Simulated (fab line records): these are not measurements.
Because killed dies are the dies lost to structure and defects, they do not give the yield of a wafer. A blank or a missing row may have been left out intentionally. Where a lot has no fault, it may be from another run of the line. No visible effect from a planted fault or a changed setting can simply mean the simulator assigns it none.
Split-lot trial || flow n5_finfet || 39 wafers read from 7 lots, route of 1938 steps

## ON THE SPLIT
At N5_DUMMY_GATE_EXPOSE_12 (exposes mask GATE, target cd 25 nm), the setting dose_mj was moved away from the recipe's 34 on 9 of the 39 wafers read, by -7.1% to +7.7%. This setting was run at the recipe's value on the other wafers.

## FROM THE SPLIT TO THE READING: what the file shows between them, 12 steps
- N5_DUMMY_GATE_PEB_13: peb time 60 s
- N5_DUMMY_GATE_DEVELOP_14: develop time 30 s
- N5_DUMMY_GATE_CD_MEAS_15: target cd 25.8 nm
- N5_DUMMY_GATE_STRIP_38: strips in N2/H2
- N5_DUMMY_GATE_STRIP_39: strips in N2/H2
- N5_DUMMY_GATE_TRIM_49: chemistry O2, time 29 s, target cd 14 nm
- N5_DUMMY_GATE_STRIP_40: strips in CF4
- N5_DUMMY_GATE_CD_MEAS_50: target cd 14 nm
- N5_DUMMY_GATE_ETCH_31: etches SiO2 in C4F6/O2, target depth 82.5 nm, time 27.5 s
- N5_DUMMY_GATE_STRIP_41: strips in O2
- N5_DUMMY_GATE_ETCH_23: etches poly-Si in HBr/Cl2/O2, target depth 41 nm, time 22.3 s
- N5_DUMMY_GATE_ETCH_44: etches poly-Si in HBr/O2, stops on SiO2, target depth 127.5 nm

## THE READING
At N5_DUMMY_GATE_CD_MEAS_24: cd_nm in nanometres, against a target cd of 15 nm. Fault-free wafers of this fab line usually give 15.1 nm, standard deviation 0.36 nm.

{"wafer": "L077.1", "tool, chamber at the split": "euv_scanner-01, 0", "dose_mj as run": 34, "against the recipe": "recipe", "cd_nm, nm": 14.9, "against lot-mates on the recipe": "-"}
{"wafer": "L077.2", "tool, chamber at the split": "euv_scanner-01, 0", "dose_mj as run": 34, "against the recipe": "recipe", "cd_nm, nm": 14.7, "against lot-mates on the recipe": "-"}
{"wafer": "L077.3", "tool, chamber at the split": "euv_scanner-01, 0", "dose_mj as run": 34, "against the recipe": "recipe", "cd_nm, nm": 15.4, "against lot-mates on the recipe": "-"}
{"wafer": "L077.4", "tool, chamber at the split": "euv_scanner-01, 0", "dose_mj as run": 34, "against the recipe": "recipe", "cd_nm, nm": 14.4, "against lot-mates on the recipe": "-"}
{"wafer": "L077.5", "tool, chamber at the split": "euv_scanner-01, 0", "dose_mj as run": 34, "against the recipe": "recipe", "cd_nm, nm": 14.8, "against lot-mates on the recipe": "-"}
{"wafer": "L077.6", "tool, chamber at the split": "euv_scanner-01, 0", "dose_mj as run": 34, "against the recipe": "recipe", "cd_nm, nm": 15.3, "against lot-mates on the recipe": "-"}
{"wafer": "L078.1", "tool, chamber at the split": "euv_scanner-01, 0", "dose_mj as run": 34, "against the recipe": "recipe", "cd_nm, nm": 14.8, "against lot-mates on the recipe": "-"}
{"wafer": "L078.2", "tool, chamber at the split": "euv_scanner-01, 0", "dose_mj as run": 31.89, "against the recipe": "-6.2%", "cd_nm, nm": 16.6, "against lot-mates on the recipe": "+1.6"}
{"wafer": "L078.3", "tool, chamber at the split": "euv_scanner-01, 0", "dose_mj as run": 34, "against the recipe": "recipe", "cd_nm, nm": 15.2, "against lot-mates on the recipe": "-"}
{"wafer": "L078.4", "tool, chamber at the split": "euv_scanner-01, 0", "dose_mj as run": 31.89, "against the recipe": "-6.2%", "cd_nm, nm": 16.2, "against lot-mates on the recipe": "+1.2"}
{"wafer": "L078.5", "tool, chamber at the split": "euv_scanner-01, 0", "dose_mj as run": 34, "against the recipe": "recipe", "cd_nm, nm": 15.1, "against lot-mates on the recipe": "-"}
{"wafer": "L078.6", "tool, chamber at the split": "euv_scanner-01, 0", "dose_mj as run": 31.89, "against the recipe": "-6.2%", "cd_nm, nm": 16.2, "against lot-mates on the recipe": "+1.2"}
{"wafer": "L091.1", "tool, chamber at the split": "euv_scanner-01, 0", "dose_mj as run": 34, "against the recipe": "recipe", "cd_nm, nm": 15.1, "against lot-mates on the recipe": "-"}
{"wafer": "L091.2", "tool, chamber at the split": "euv_scanner-01, 0", "dose_mj as run": 34, "against the recipe": "recipe", "cd_nm, nm": 15.3, "against lot-mates on the recipe": "-"}
{"wafer": "L091.3", "tool, chamber at the split": "euv_scanner-01, 0", "dose_mj as run": 34, "against the recipe": "recipe", "cd_nm, nm": 15.5, "against lot-mates on the recipe": "-"}
{"wafer": "L091.4", "tool, chamber at the split": "euv_scanner-01, 0", "dose_mj as run": 34, "against the recipe": "recipe", "cd_nm, nm": 15.0, "against lot-mates on the recipe": "-"}
{"wafer": "L091.5", "tool, chamber at the split": "euv_scanner-01, 0", "dose_mj as run": 34, "against the recipe": "recipe", "cd_nm, nm": 15.4, "against lot-mates on the recipe": "-"}
{"wafer": "L091.6", "tool, chamber at the split": "euv_scanner-01, 0", "dose_mj as run": 34, "against the recipe": "recipe", "cd_nm, nm": 15.4, "against lot-mates on the recipe": "-"}
{"wafer": "L092.1", "tool, chamber at the split": "euv_scanner-01, 0", "dose_mj as run": 31.58, "against the recipe": "-7.1%", "cd_nm, nm": 17.4, "against lot-mates on the recipe": "+2.0"}
{"wafer": "L092.2", "tool, chamber at the split": "euv_scanner-01, 0", "dose_mj as run": 34, "against the recipe": "recipe", "cd_nm, nm": 15.8, "against lot-mates on the recipe": "-"}
{"wafer": "L092.3", "tool, chamber at the split": "euv_scanner-01, 0", "dose_mj as run": 34, "against the recipe": "recipe", "cd_nm, nm": 15.3, "against lot-mates on the recipe": "-"}
{"wafer": "L092.4", "tool, chamber at the split": "euv_scanner-01, 0", "dose_mj as run": 31.58, "against the recipe": "-7.1%", "cd_nm, nm": 16.6, "against lot-mates on the recipe": "+1.2"}
{"wafer": "L092.5", "tool, chamber at the split": "euv_scanner-01, 0", "dose_mj as run": 31.58, "against the recipe": "-7.1%", "cd_nm, nm": 16.7, "against lot-mates on the recipe": "+1.3"}
{"wafer": "L092.6", "tool, chamber at the split": "euv_scanner-01, 0", "dose_mj as run": 34, "against the recipe": "recipe", "cd_nm, nm": 15.2, "against lot-mates on the recipe": "-"}
{"wafer": "L093.1", "tool, chamber at the split": "euv_scanner-01, 0", "dose_mj as run": 34, "against the recipe": "recipe", "cd_nm, nm": 15.3, "against lot-mates on the recipe": "-"}
{"wafer": "L093.2", "tool, chamber at the split": "euv_scanner-01, 0", "dose_mj as run": 34, "against the recipe": "recipe", "cd_nm, nm": 15.1, "against lot-mates on the recipe": "-"}
{"wafer": "L093.3", "tool, chamber at the split": "euv_scanner-01, 0", "dose_mj as run": 34, "against the recipe": "recipe", "cd_nm, nm": 15.0, "against lot-mates on the recipe": "-"}
{"wafer": "L093.4", "tool, chamber at the split": "euv_scanner-01, 0", "dose_mj as run": 34, "against the recipe": "recipe", "cd_nm, nm": 15.0, "against lot-mates on the recipe": "-"}
{"wafer": "L093.5", "tool, chamber at the split": "euv_scanner-01, 0", "dose_mj as run": 34, "against the recipe": "recipe", "cd_nm, nm": 15.1, "against lot-mates on the recipe": "-"}
{"wafer": "L093.6", "tool, chamber at the split": "euv_scanner-01, 0", "dose_mj as run": 34, "against the recipe": "recipe", "cd_nm, nm": 15.1, "against lot-mates on the recipe": "-"}
{"wafer": "L094.1", "tool, chamber at the split": "euv_scanner-01, 0", "dose_mj as run": 34, "against the recipe": "recipe", "cd_nm, nm": 14.9, "against lot-mates on the recipe": "-"}
{"wafer": "L094.2", "tool, chamber at the split": "euv_scanner-01, 0", "dose_mj as run": 34, "against the recipe": "recipe", "cd_nm, nm": 15.7, "against lot-mates on the recipe": "-"}
{"wafer": "L094.5", "tool, chamber at the split": "euv_scanner-01, 0", "dose_mj as run": 34, "against the recipe": "recipe", "cd_nm, nm": 15.1, "against lot-mates on the recipe": "-"}
{"wafer": "L095.1", "tool, chamber at the split": "euv_scanner-02, 0", "dose_mj as run": 36.62, "against the recipe": "+7.7%", "cd_nm, nm": 13.7, "against lot-mates on the recipe": -1.3}
{"wafer": "L095.2", "tool, chamber at the split": "euv_scanner-02, 0", "dose_mj as run": 36.62, "against the recipe": "+7.7%", "cd_nm, nm": 13.6, "against lot-mates on the recipe": -1.4}
{"wafer": "L095.3", "tool, chamber at the split": "euv_scanner-02, 0", "dose_mj as run": 34, "against the recipe": "recipe", "cd_nm, nm": 14.9, "against lot-mates on the recipe": "-"}
{"wafer": "L095.4", "tool, chamber at the split": "euv_scanner-02, 0", "dose_mj as run": 36.62, "against the recipe": "+7.7%", "cd_nm, nm": 13.2, "against lot-mates on the recipe": -1.8}
{"wafer": "L095.5", "tool, chamber at the split": "euv_scanner-02, 0", "dose_mj as run": 34, "against the recipe": "recipe", "cd_nm, nm": 14.8, "against lot-mates on the recipe": "-"}
{"wafer": "L095.6", "tool, chamber at the split": "euv_scanner-02, 0", "dose_mj as run": 34, "against the recipe": "recipe", "cd_nm, nm": 15.2, "against lot-mates on the recipe": "-"}

FIT RESULTS
A straight line over all 39 wafers: cd_nm changes by -0.219 nm for each +1% of dose_mj; r = -0.93; the points scatter about the line by 0.3 nm.
The same after taking each lot's own level away (the mean of its wafers on the recipe; 39 wafers): -0.2 nm for each +1%; r = -0.94; scatter 0.25 nm.
Per that fit: largest dose_mj move, reading shift of 1.5 nm.
From 14.92 to 15.43 nm: that is the span of the lots' own levels, equal to 1.4 times the standard deviation above.
So the lot-to-lot level changes the slope little: the two slopes agree.
Check: -1.59 nm against its lot-mates is what the line predicts for one of the wafers moved furthest among these (+7.7%) when that wafer is left out of the fit. It came out at -1.27 nm against them.

## THESE WAFERS: OTHER SPLITS
Before the reading, these wafers also passed through other splits. Each is held against what the fit with the lots' levels taken away leaves over:
{"other split on the same wafers": "N5_FIN_SAQP_HM_DEP_72 target_thk_a", "wafers away from the commonest value": 12, "r with cd_nm (lot level and that fit taken away)": -0.18}
{"other split on the same wafers": "N5_FIN_SAQP_EXPOSE_13 dose_mj", "wafers away from the commonest value": 9, "r with cd_nm (lot level and that fit taken away)": -0.02}
{"other split on the same wafers": "N5_FIN_SAQP_ETCH_69 target_depth_a", "wafers away from the commonest value": 18, "r with cd_nm (lot level and that fit taken away)": -0.04}

## THE WHOLE CHAIN: every reading that the file lists as answering this split, in the file's order
{"step": "N5_DUMMY_GATE_CD_MEAS_15", "what it does": "target cd 25.8 nm", "reading": "cd_nm", "change (the file's fit)": "-0.177 nm for each +1% of the setting", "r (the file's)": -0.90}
{"step": "N5_DUMMY_GATE_TRIM_49", "what it does": "chemistry O2, time 29 s, target cd 14 nm", "reading": "DUMMY_GATE.cd_nm (the simulator's own value, which no gauge read)", "change (the file's fit)": "-0.192 nm for each +1% of the setting", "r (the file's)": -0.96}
{"step": "N5_DUMMY_GATE_CD_MEAS_50", "what it does": "target cd 14 nm", "reading": "cd_nm", "change (the file's fit)": "-0.184 nm for each +1% of the setting", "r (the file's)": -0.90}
{"step": "N5_DUMMY_GATE_CD_MEAS_24", "what it does": "target cd 15 nm", "reading": "cd_nm", "change (the file's fit)": "-0.199 nm for each +1% of the setting", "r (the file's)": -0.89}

## FILE'S OWN FIT
cd_nm changes by -0.199 nm for each +1% of dose_mj, r = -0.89.
